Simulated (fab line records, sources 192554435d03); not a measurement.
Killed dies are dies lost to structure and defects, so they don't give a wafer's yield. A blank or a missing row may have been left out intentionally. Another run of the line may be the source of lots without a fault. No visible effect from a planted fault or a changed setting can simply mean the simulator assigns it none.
fab line records -- flow n5_finfet
[record] lots = 10, wafers = 26, last_day = 19
route steps=1938 shown BEOL_M6@1210 PASSIVATION@1936
lots that met no fault: taken from a fault-free run of the same line
start_h: hours from the record's opening day to when the first of the lot's shown wafers began -- wait_h: hours from the lot's prior step to this one -- " identical to the entry in the row above -- L1.1+2: a row that stands for several wafers -- - no value, or no start was given -- * or withheld: withheld -- < > ~ a bound
route shown NAME@n: NAME is a module with steps in the file, n the number in the route of the first one -- usual: mean and standard deviation over wafers with no fault -- same: alike in all rows -- chamber/n: place in a boat -- sites: the reading at each site -- _std_site: how widely they spread, as a standard deviation -- _edge_site: outer sites' mean less inner sites' -- radius_mm: how far each site lies from the wafer's centre -- mask NAME#n: copy n -- behind: the tool/chamber that last shaped the wafer -- hold: why the lot went on hold/how many hours it stayed there/how the hold came to an end -- device: transistor that didn't switch, given as n, p or np -- end of line: the tests these same wafers got at the end of their route -- step lacking rows: just its recipe -- killed: the dies lost at the first sort to structure and to defects; this is not the yield of the wafer -- map: a wafer's dies, x killed, . not, _ none there
set.NAME: the setting as run; set.NAME@STEP: as run at that earlier step -- model.NAME: the simulator's own value behind a step, which no gauge read
the route's steps for a sample of lots (tables are steps, rows are wafers)
services: the hour from which a tool's chamber was out of use, counted from the record's first day as start_h (under 0 if before that day), plus the number of hours and why
[[steps]]
[step N5_BEOL_M6_DESCUM_16]
[recipe] chemistry = O2, time_s = 7.9, source_power_w = 50, bias_power_w = 20, pressure_mtorr = 20, rf_frequency_hz = 2.712e+07, temp_c = 40, resist = CAR-ArF, o2_flow_sccm = 225
[usual] bias_power_w = 19.99/0.057, chamber_pressure_mTorr = 20.005/0.025, drypump_motor_current_A = 5.7/0.45, oes_product_au = 0.81/0.088, rf_vpp_V = 243.4/1.4, showerhead_plenum_p_Torr = 2.12/0.069, throttle_valve_pct = 20.49/0.23
lot.wafer,tool,chamber,start_h,wait_h,bias_power_w,chamber_pressure_mTorr,drypump_motor_current_A,oes_product_au,rf_hours_counter_h,rf_vpp_V,showerhead_plenum_p_Torr,throttle_valve_pct
L861.3,rie_diel-02,2,200.18,0.0,19.98,20.007,5.2,0.77,130,246.0,2.22,20.45
L861.4,rie_diel-02,2,200.18,0.0,20.04,20.031,5.2,0.76,-,244.8,2.22,20.46
L862.1,rie_diel-04,3,256.24,0.3,19.93,20.000,6.0,0.88,43,243.1,2.13,20.49
L862.5,rie_diel-04,0,256.24,0.3,20.01,19.993,5.8,0.68,-,244.8,2.16,20.43
L862.6,rie_diel-04,3,256.24,0.3,19.96,20.050,5.9,0.89,-,243.2,2.13,20.48
L867.1,rie_diel-03,2,263.86,0.0,19.99,20.003,5.3,0.71,212,242.4,1.99,20.81
L867.2,rie_diel-03,3,263.86,0.0,20.08,20.010,4.8,0.89,37,245.7,2.20,20.07
L867.4,rie_diel-03,3,263.86,0.0,19.96,19.978,4.8,0.90,-,244.5,2.20,20.06
L865.1,rie_diel-04,1,271.99,0.1,20.03,20.015,5.7,0.74,209,242.9,2.05,20.40
L865.2,rie_diel-04,2,271.99,0.1,20.00,19.975,6.2,0.92,31,244.9,2.23,20.31
L868.2,rie_diel-03,2,276.15,0.1,19.97,19.997,5.2,0.70,217,240.3,1.99,20.81
L868.5,rie_diel-03,2,276.15,0.1,20.02,19.990,5.3,0.71,-,241.8,1.99,20.82
L871.3,rie_diel-03,1,294.80,0.2,20.03,19.990,5.9,0.97,4,241.4,2.05,19.98
L871.5,rie_diel-03,3,294.80,0.2,20.03,20.021,4.9,0.87,-,243.5,2.20,20.09
L871.6,rie_diel-03,2,294.80,0.2,20.01,19.973,5.3,0.70,-,242.1,1.99,20.83
L873.4,rie_diel-03,0,298.60,0.2,20.11,20.015,5.0,0.80,83,244.4,2.10,20.38
L873.5,rie_diel-03,3,298.60,0.2,19.94,19.986,4.8,0.87,-,244.4,2.20,20.10
L873.6,rie_diel-03,2,298.60,0.2,19.98,20.011,5.2,0.70,-,241.9,1.99,20.82
L874.1,rie_diel-04,2,298.79,0.2,20.03,20.038,6.2,0.91,39,245.9,2.23,20.33
L874.4,rie_diel-04,0,298.79,0.2,20.04,20.004,5.8,0.67,249,243.8,2.15,20.45
L880.1,rie_diel-02,1,341.53,1.1,20.01,19.985,5.5,0.92,42,241.9,2.05,20.54
L880.2,rie_diel-02,2,341.53,1.1,19.97,19.977,5.2,0.72,181,244.2,2.20,20.53
L880.5,rie_diel-02,2,341.53,1.1,19.93,19.981,5.2,0.72,-,244.0,2.20,20.52
L882.3,rie_diel-02,1,363.23,0.0,20.02,20.012,5.5,0.89,53,243.6,2.05,20.58
L882.5,rie_diel-02,3,363.23,0.0,20.02,20.019,5.7,0.84,-,241.8,2.06,20.42
L882.6,rie_diel-02,0,363.23,0.0,19.88,20.028,6.3,0.73,-,244.0,2.11,20.93
[step N5_BEOL_M6_STRIP_19]
[recipe] chemistry = O2, power_w = 400, temp_c = 40, pressure_mtorr = 30, rf_frequency_hz = 6e+07, bias_power_w = 0, overash_fraction = 0.2, o2_flow_sccm = 225
[usual] chamber_pressure_mTorr = 30.00/0.033, drypump_motor_current_A = 5.6/0.46, oes_product_au = 0.81/0.09, rf_vpp_V = 3.5/0.57, showerhead_plenum_p_Torr = 2.12/0.067, throttle_valve_pct = 16.68/0.22
[same] bias_power_w = 0
lot.wafer,tool,chamber,start_h,wait_h,chamber_pressure_mTorr,drypump_motor_current_A,oes_product_au,rf_hours_counter_h,rf_vpp_V,showerhead_plenum_p_Torr,throttle_valve_pct
L861.3,rie_diel-03,2,200.66,0.1,29.95,5.2,0.73,190,3.9,2.00,16.98
L861.4,rie_diel-03,3,200.66,0.1,30.02,4.9,0.93,15,3.0,2.21,16.33
L862.1,rie_diel-04,1,256.63,0.1,30.01,5.7,0.74,204,4.1,2.05,16.75
L862.5,rie_diel-04,1,256.63,0.1,29.98,5.7,0.75,-,2.8,2.05,16.75
L862.6,rie_diel-04,3,256.63,0.1,29.98,6.0,0.89,-,4.2,2.14,16.71
L867.1,rie_diel-02,1,264.27,0.1,29.99,5.5,0.96,17,3.3,2.07,16.65
L867.2,rie_diel-02,3,264.27,0.1,29.98,5.7,0.87,38,3.8,2.07,16.55
L867.4,rie_diel-02,2,264.27,0.1,30.00,5.2,0.73,153,3.7,2.21,16.67
L865.1,rie_diel-04,2,272.38,0.1,30.02,6.2,0.92,31,4.5,2.23,16.51
L865.2,rie_diel-04,1,272.38,0.1,29.95,5.7,0.75,209,3.1,2.05,16.74
L868.2,rie_diel-02,2,276.55,0.1,30.06,5.2,0.73,156,4.2,2.21,16.69
L868.5,rie_diel-02,3,276.55,0.1,29.99,5.7,0.86,-,3.6,2.07,16.58
L871.3,rie_diel-04,1,295.19,0.1,30.06,5.7,0.74,216,3.6,2.05,16.75
L871.5,rie_diel-04,2,295.19,0.1,30.01,6.2,0.90,-,3.1,2.23,16.52
L871.6,rie_diel-04,3,295.19,0.1,29.97,6.0,0.87,-,4.3,2.13,16.71
L873.4,rie_diel-03,3,298.99,0.1,30.00,4.8,0.86,50,3.7,2.20,16.39
L873.5,rie_diel-03,2,298.99,0.1,30.05,5.2,0.70,-,4.5,1.99,17.03
L873.6,rie_diel-03,1,298.99,0.1,29.95,5.8,0.96,-,3.3,2.05,16.18
L874.1,rie_diel-03,0,299.18,0.1,30.00,5.0,0.79,83,3.9,2.11,16.65
L874.4,rie_diel-03,2,299.18,0.1,30.02,5.2,0.70,225,3.6,1.99,17.05
L880.1,rie_diel-04,3,342.03,0.2,30.04,6.0,0.84,74,4.0,2.12,16.73
L880.2,rie_diel-04,1,342.03,0.2,30.04,5.7,0.72,236,4.3,2.04,16.80
L880.5,rie_diel-04,3,342.03,0.2,29.98,6.0,0.84,-,4.2,2.12,16.75
L882.3,rie_diel-02,0,363.62,0.1,30.00,6.3,0.74,151,3.8,2.11,17.09
L882.5,rie_diel-02,3,363.62,0.1,30.02,5.7,0.84,-,3.4,2.06,16.61
L882.6,rie_diel-02,2,363.62,0.1,30.04,5.2,0.71,-,4.0,2.20,16.75
[step N5_BEOL_M6_ETCH_72]
[recipe] chemistry = N2/H2, target = underlayer, target_depth_a = 65, mask_material = CAR-EUV, time_s = 5.2, ion_energy_ev = 200, pressure_mtorr = 30, source_w = 840, bias_w = 150, n2_flow_sccm = 200, h2_flow_sccm = 200, ends = cleared
[usual] bias_w = 150.0/0.43, chamber_pressure_mTorr = 30.00/0.044, drypump_motor_current_A = 5.6/0.46, etch_rf_on_time_s = 5.16/0.18, n2_flow_sccm = 200.1/0.65, oes_product_au = 0.69/0.071, rf_vpp_V = 524.6/2.7, showerhead_plenum_p_Torr = 2.56/0.087, throttle_valve_pct = 17.78/0.22
lot.wafer,tool,chamber,start_h,wait_h,bias_w,chamber_pressure_mTorr,drypump_motor_current_A,etch_rf_on_time_s,n2_flow_sccm,oes_product_au,rf_hours_counter_h,rf_vpp_V,showerhead_plenum_p_Torr,throttle_valve_pct
L861.3,rie_diel-02,3,201.99,0.0,150.3,30.01,5.7,5.13,200.4,0.78,16,521.8,2.46,17.32
L861.4,rie_diel-02,3,201.99,0.0,150.8,29.92,5.7,5.11,199.2,0.79,-,522.7,2.46,17.32
L862.1,rie_diel-03,0,258.65,0.0,150.3,29.99,5.0,5.05,201.0,0.71,68,525.1,2.55,17.60
L862.5,rie_diel-03,3,258.65,0.0,150.0,29.97,4.8,5.17,200.2,0.75,-,529.2,2.70,17.63
L862.6,rie_diel-03,0,258.65,0.0,150.0,29.96,5.0,5.04,201.0,0.71,-,525.7,2.55,17.60
L867.1,rie_diel-02,1,266.26,0.0,150.0,29.99,5.5,5.24,200.4,0.80,18,520.8,2.51,17.95
L867.2,rie_diel-02,2,266.26,0.0,149.9,30.03,5.2,5.19,199.7,0.62,154,526.0,2.63,17.64
L867.4,rie_diel-02,3,266.26,0.0,149.9,29.94,5.7,5.20,200.4,0.75,38,521.8,2.45,17.37
L865.1,rie_diel-04,0,274.95,0.0,149.4,30.02,5.8,5.16,200.1,0.58,242,526.4,2.64,18.03
L865.2,rie_diel-04,2,274.95,0.0,150.0,29.97,6.2,5.20,199.4,0.76,31,524.7,2.69,17.63
L868.2,rie_diel-03,0,278.60,0.0,150.7,29.95,5.0,5.03,198.8,0.70,75,524.4,2.55,17.61
L868.5,rie_diel-03,0,278.60,0.0,150.1,30.04,5.0,5.03,199.6,0.69,-,525.4,2.55,17.61
L871.3,rie_diel-03,0,298.24,0.0,-,-,-,-,-,-,-,-,-,-
L871.5,rie_diel-03,2,298.24,0.0,-,-,-,-,-,-,-,-,-,-
L871.6,rie_diel-03,1,298.24,0.0,-,-,-,-,-,-,-,-,-,-
L873.4,rie_diel-03,2,299.73,0.0,-,-,-,-,-,-,-,-,-,-
L873.5,rie_diel-03,3,299.73,0.0,-,-,-,-,-,-,-,-,-,-
L873.6,rie_diel-03,0,299.73,0.0,-,-,-,-,-,-,-,-,-,-
L874.1,rie_diel-03,0,300.13,0.0,150.4,30.04,5.0,4.99,200.1,0.69,83,523.9,2.54,17.62
L874.4,rie_diel-03,3,300.13,0.0,150.0,30.06,4.9,5.13,200.5,0.73,50,531.3,2.69,17.68
L880.1,rie_diel-03,0,345.23,0.0,149.3,29.98,5.0,5.08,199.7,0.68,95,525.3,2.54,17.65
L880.2,rie_diel-03,3,345.23,0.0,149.7,29.99,4.9,5.27,200.2,0.71,63,529.4,2.69,17.71
L880.5,rie_diel-03,0,345.23,0.0,150.0,30.05,5.0,5.06,199.7,0.68,-,525.5,2.54,17.64
L882.3,rie_diel-04,0,365.72,0.0,150.2,29.99,5.8,4.88,199.8,0.83,15,526.7,2.63,17.66
L882.5,rie_diel-04,3,365.72,0.0,150.4,30.00,6.0,5.38,199.4,0.69,-,523.3,2.59,17.95
L882.6,rie_diel-04,0,365.72,0.0,149.9,30.01,5.8,4.86,199.6,0.81,-,526.8,2.63,17.63
[step N5_BEOL_M6_TRENCH_ETCH_37]
[recipe] chemistry = C4F6/O2, target_depth_a = 944.35, target = SiCOH_lowk, time_s = 31.5, ion_energy_ev = 250, pressure_mtorr = 30, source_w = 345, bias_w = 185, Ar_flow_sccm = 300, C4F6_flow_sccm = 10, O2_flow_sccm = 10
[usual] C4F6_flow_sccm = 10.001/0.028, O2_flow_sccm = 10.002/0.029, chamber_pressure_mTorr = 30.000/0.027, drypump_motor_current_A = 5.6/0.46, oes_product_au = 0.81/0.087, rf_vpp_V = 668/18, showerhead_plenum_p_Torr = 2.87/0.088, throttle_valve_pct = 20.89/0.25
lot.wafer,tool,chamber,start_h,wait_h,C4F6_flow_sccm,O2_flow_sccm,chamber_pressure_mTorr,drypump_motor_current_A,oes_product_au,rf_hours_counter_h,rf_vpp_V,showerhead_plenum_p_Torr,throttle_valve_pct
L861.3,rie_diel-02,3,-,-,10.023,10.021,30.013,5.7,0.93,16,654,2.79,20.63
L861.4,rie_diel-02,3,-,-,10.015,10.000,30.001,5.7,0.92,-,655,2.79,20.64
L862.1,rie_diel-03,0,-,-,9.997,10.001,29.993,5.0,0.82,68,677,2.87,20.84
L862.5,rie_diel-03,3,-,-,9.997,9.986,30.013,4.9,0.88,-,707,3.02,20.80
L862.6,rie_diel-03,0,-,-,9.993,10.032,29.996,5.0,0.83,-,676,2.87,20.85
L867.1,rie_diel-02,1,-,-,9.994,10.066,30.025,5.5,0.94,18,669,2.80,21.00
L867.2,rie_diel-02,2,-,-,9.992,9.980,30.005,5.2,0.73,154,655,2.94,20.68
L867.4,rie_diel-02,3,-,-,9.990,9.987,29.960,5.7,0.86,38,655,2.78,20.66
L865.1,rie_diel-04,0,-,-,10.032,10.079,30.009,5.8,0.67,242,644,2.91,20.81
L865.2,rie_diel-04,2,-,-,9.966,10.051,29.997,6.2,0.90,32,661,3.02,20.79
L868.2,rie_diel-03,0,-,-,10.005,10.012,30.017,5.0,0.82,76,675,2.86,20.86
L868.5,rie_diel-03,0,-,-,9.969,9.973,29.979,5.0,0.81,-,675,2.86,20.85
L871.3,rie_diel-03,0,-,-,9.995,10.018,30.000,5.0,0.80,83,677,2.86,20.88
L871.5,rie_diel-03,2,-,-,10.018,10.050,29.977,5.2,0.70,-,669,2.71,21.24
L871.6,rie_diel-03,1,-,-,9.946,9.992,30.009,5.8,0.95,-,659,2.79,20.48
L873.4,rie_diel-03,2,-,-,9.978,10.001,30.002,5.2,0.69,225,669,2.71,21.26
L873.5,rie_diel-03,3,-,-,9.994,10.019,29.958,4.9,0.86,-,705,3.02,20.81
L873.6,rie_diel-03,0,-,-,10.045,10.001,30.007,5.0,0.81,-,675,2.86,20.87
L874.1,rie_diel-03,0,-,-,9.934,10.016,29.984,5.0,0.80,83,675,2.86,20.87
L874.4,rie_diel-03,3,-,-,9.953,10.000,30.007,4.9,0.86,50,705,3.02,20.83
L880.1,rie_diel-03,0,-,-,9.948,10.002,30.012,5.0,0.79,95,676,2.85,20.88
L880.2,rie_diel-03,3,-,-,10.043,9.990,29.981,4.9,0.86,63,706,3.01,20.85
L880.5,rie_diel-03,0,-,-,9.952,9.985,29.972,5.0,0.79,-,675,2.85,20.88
L882.3,rie_diel-04,0,-,-,9.999,10.035,29.968,5.8,0.95,16,642,2.89,20.48
L882.5,rie_diel-04,3,-,-,10.029,10.018,29.987,6.0,0.82,-,694,2.85,20.86
L882.6,rie_diel-04,0,-,-,10.005,10.043,29.969,5.8,0.95,-,645,2.89,20.48
[step N5_PASSIVATION_PROBE_49]
[usual] defect_limited_yield = 91.2/1.4, killed_at_M0_to_M3 = 34/9.3, killed_at_M4_up = 14/5.9, killed_at_contacts = 14/5.7, killed_at_front_end = 38/10, killed_at_other = 4/3.2, killed_dies = 104/17, killed_open = 67/13, killed_short = 33/6.9, sort_bin_5_function = 5.2/1, sort_bin_6_memory = 3.3/0.61, sort_bin_8_speed = 0.3/1.8, sort_n_pass = 1069/52, sort_yield_pct = 91/4.4
[same] gross_dies = 1180, killed_at_back_side = 0, sort_bin_4_leakage[%] = 0
lot.wafer,tool,chamber,start_h,wait_h,defect_limited_yield[%],killed_at_M0_to_M3,killed_at_M4_up,killed_at_contacts,killed_at_front_end,killed_at_other,killed_dies,killed_open,killed_short,sort_bin_5_function[%],sort_bin_6_memory[%],sort_bin_8_speed[%],sort_n_pass,sort_yield_pct[%]
L862.1,prober-02,-,349.74,0.8,90.4,36,12,11,44,10,113,63,42,6.3,3.0,0,1067,90
L862.5,prober-02,-,349.94,1.0,93.0,30,12,3,36,2,83,51,27,3.7,3.0,0,1097,93
L862.6,prober-02,-,349.99,1.0,92.5,33,8,12,34,1,88,58,26,3.8,3.3,0,1092,93
L867.1,prober-01,-,354.91,0.0,92.5,25,22,12,30,0,89,58,29,4.0,3.3,0,1091,92
L867.2,prober-01,-,354.96,0.1,91.4,35,16,13,37,1,102,66,33,4.4,3.7,0,1078,91
L867.4,prober-01,-,355.06,0.2,93.1,20,19,23,18,1,81,52,28,4.1,2.5,0,1099,93
L865.1,prober-01,-,363.21,0.0,90.3,44,12,17,39,3,115,81,33,5.2,4.2,0,1065,90
L865.2,prober-01,-,363.26,0.1,90.0,31,11,26,50,0,118,73,39,5.7,3.9,0,1062,90
L868.2,prober-01,-,372.00,0.1,91.4,35,8,5,50,4,102,65,34,4.7,3.7,0,1078,91
L868.5,prober-01,-,372.15,0.2,90.9,36,11,7,51,2,107,62,40,4.7,4.0,0,1073,91
L873.4,prober-02,-,398.76,0.2,93.1,19,12,20,25,5,81,42,23,4.4,2.0,0,1099,93
L873.6,prober-02,-,398.86,0.3,90.3,30,18,36,27,4,115,67,27,6.1,3.5,0,1065,90
L882.3,prober-01,-,461.94,0.9,93.9,23,21,14,12,2,72,53,17,3.6,2.2,0,1108,94
L882.5,prober-01,-,462.04,1.0,91.7,29,17,18,32,2,98,67,28,4.8,3.2,0,1082,92
L882.6,prober-01,-,462.09,1.0,93.0,26,14,9,31,3,83,56,27,4.2,2.7,0,1097,93
// killed by level:class
L862.1 FIN_SAQP:geometric_particle:short=17 FIN_SAQP:geometric_particle:open=16 MOL_CONTACT_COAG:geometric_particle:open=9 BEOL_M2:geometric_particle:open=7 BEOL_M0_SAQP:geometric_particle:open=6 BEOL_M3:geometric_particle:open=6 PASSIVATION:area_etch=6 GATE_CUT:geometric_particle:short=4
L862.5 FIN_SAQP:geometric_particle:open=13 BEOL_M1:geometric_particle:open=7 FIN_SAQP:geometric_particle:short=6 BEOL_M0_SAQP:geometric_particle:short=6 BEOL_M3:geometric_particle:open=6 DUMMY_GATE:geometric_particle:open=3 BEOL_M0_SAQP:geometric_particle:open=3 BEOL_M1:geometric_particle:short=3
L862.6 FIN_SAQP:geometric_particle:open=16 MOL_CONTACT_COAG:geometric_particle:open=10 FIN_SAQP:geometric_particle:short=7 BEOL_M3:geometric_particle:open=7 BEOL_M1:geometric_particle:open=5 BEOL_M0_SAQP:geometric_particle:short=4 BEOL_M2:geometric_particle:open=4 BEOL_M1:geometric_particle:short=3
L867.1 MOL_CONTACT_COAG:geometric_particle:open=10 BEOL_M4:geometric_particle:open=9 FIN_SAQP:geometric_particle:open=8 BEOL_M0_SAQP:geometric_particle:open=7 DUMMY_GATE:geometric_particle:open=5 BEOL_M0_SAQP:geometric_particle:short=5 STARTING-WAFER:geometric_particle:short=5 FIN_CUT:geometric_particle:open=3
L867.2 MOL_CONTACT_COAG:geometric_particle:open=11 BEOL_M2:geometric_particle:open=10 BEOL_M1:geometric_particle:open=9 FIN_SAQP:geometric_particle:open=7 FIN_SAQP:geometric_particle:short=6 BEOL_M4:geometric_particle:open=5 STI_FIN_REVEAL:geometric_particle:open=4 BEOL_M0_SAQP:geometric_particle:short=4
L867.4 MOL_CONTACT_COAG:geometric_particle:open=22 BEOL_M0_SAQP:geometric_particle:short=10 BEOL_M4:geometric_particle:open=7 BEOL_M4:geometric_particle:short=4 FIN_SAQP:geometric_particle:open=3 DUMMY_GATE:geometric_particle:open=3 STARTING-WAFER:geometric_particle:open=3 BEOL_M8:geometric_particle:open=3
L865.1 MOL_CONTACT_COAG:geometric_particle:open=14 BEOL_M2:geometric_particle:open=11 BEOL_M3:geometric_particle:open=10 FIN_SAQP:geometric_particle:short=7 STI_FIN_REVEAL:geometric_particle:open=7 BEOL_M0_SAQP:geometric_particle:open=7 FIN_SAQP:geometric_particle:open=5 GATE_CUT:geometric_particle:short=5
L865.2 MOL_CONTACT_COAG:geometric_particle:open=23 FIN_SAQP:geometric_particle:open=15 FIN_SAQP:geometric_particle:short=13 BEOL_M2:geometric_particle:open=7 STI_FIN_REVEAL:geometric_particle:open=5 BEOL_M0_SAQP:geometric_particle:short=5 BEOL_M0_SAQP:geometric_particle:open=4 BEOL_M3:geometric_particle:short=4
L868.2 FIN_SAQP:geometric_particle:open=18 BEOL_M2:geometric_particle:open=11 FIN_SAQP:geometric_particle:short=7 DUMMY_GATE:geometric_particle:open=7 BEOL_M0_SAQP:geometric_particle:open=5 BEOL_M1:geometric_particle:open=5 BEOL_M0_SAQP:geometric_particle:short=4 GATE_CUT:geometric_particle:short=4
L868.5 BEOL_M0_SAQP:geometric_particle:open=12 FIN_SAQP:geometric_particle:short=10 FIN_SAQP:geometric_particle:open=9 DUMMY_GATE:geometric_particle:open=8 BEOL_M3:geometric_particle:open=6 STI_FIN_REVEAL:geometric_particle:open=5 GATE_CUT:geometric_particle:short=5 MOL_CONTACT_COAG:geometric_particle:open=5
L873.4 MOL_CONTACT_COAG:area_etch=12 BEOL_M4:geometric_particle:open=8 FIN_SAQP:geometric_particle:short=6 MOL_CONTACT_COAG:geometric_particle:open=6 BEOL_M3:geometric_particle:open=6 FIN_SAQP:geometric_particle:open=4 GATE_CUT:geometric_particle:short=4 BEOL_M0_SAQP:geometric_particle:open=4
L873.6 MOL_CONTACT_COAG:area_etch=21 MOL_CONTACT_COAG:geometric_particle:open=12 BEOL_M4:geometric_particle:open=9 BEOL_M3:geometric_particle:open=6 BEOL_M0_SAQP:geometric_particle:open=5 FIN_SAQP:geometric_particle:short=4 STI_FIN_REVEAL:geometric_particle:open=4 DUMMY_GATE:geometric_particle:open=4
L882.3 MOL_CONTACT_COAG:geometric_particle:open=13 BEOL_M2:geometric_particle:open=10 BEOL_M4:geometric_particle:open=8 BEOL_M0_SAQP:geometric_particle:open=4 BEOL_M0_SAQP:geometric_particle:short=4 BEOL_M8:geometric_particle:open=3 BEOL_M6:geometric_particle:open=3 STI_FIN_REVEAL:geometric_particle:open=2
L882.5 MOL_CONTACT_COAG:geometric_particle:open=16 BEOL_M0_SAQP:geometric_particle:open=11 BEOL_M4:geometric_particle:open=9 BEOL_M0_SAQP:geometric_particle:short=8 STI_FIN_REVEAL:geometric_particle:open=7 STARTING-WAFER:geometric_particle:short=5 BEOL_M3:geometric_particle:open=3 BEOL_M5:geometric_particle:open=3
L882.6 BEOL_M0_SAQP:geometric_particle:open=8 BEOL_M2:geometric_particle:open=8 FIN_SAQP:geometric_particle:open=7 MOL_CONTACT_COAG:geometric_particle:open=6 BEOL_M4:geometric_particle:open=5 STI_FIN_REVEAL:geometric_particle:open=4 BEOL_M0_SAQP:geometric_particle:short=4 FIN_SAQP:geometric_particle:short=3
[[services]]
tool,chamber,start_h,hours,kind
rie_diel-02,1,191.74,-,clean
rie_diel-02,1,191.74,-,consumable_replace:focus_ring
rie_diel-02,1,191.74,22.8,scheduled_down
rie_diel-02,1,191.74,22.8,vent_cycle
rie_diel-03,0,201.11,2.7,repair
rie_diel-04,2,244.17,16.4,repair
rie_diel-03,1,263.46,-,clean
rie_diel-03,1,263.46,-,consumable_replace:focus_ring
rie_diel-02,1,286.15,11.8,repair
rie_diel-04,0,302.78,-,clean
rie_diel-04,0,302.78,-,consumable_replace:focus_ring
rie_diel-04,0,302.78,21.6,scheduled_down
rie_diel-04,0,302.78,21.6,vent_cycle
rie_diel-02,3,333.88,28.2,repair
rie_diel-03,1,359.08,5.1,repair
[[key]]
[first_sign] step = N5_BEOL_M6_ETCH_72, reading = tool_record, direction = missing
effect none on later readings
met_at N5_BEOL_M6_ETCH_72
struck_lots L871,L873
[baseline_loss] step = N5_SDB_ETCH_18, wafers = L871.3
[baseline_loss] step = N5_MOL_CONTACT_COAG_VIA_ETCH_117, wafers = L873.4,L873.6
not_acting_at N5_BEOL_M6_DESCUM_16,N5_BEOL_M6_STRIP_19,N5_BEOL_M6_TRENCH_ETCH_37
onset_between 278.60 298.24
[fault] kind = skipped_step_whole, tool = rie_diel-03, chamber = -, onset_h = 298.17, steps = N5_BEOL_M6_ETCH_72, scope = struck_lots_only
// baseline_loss: these wafers lose ten dies or more at that step, a loss of the line's own and not of a fault; the sort's usual values leave them out
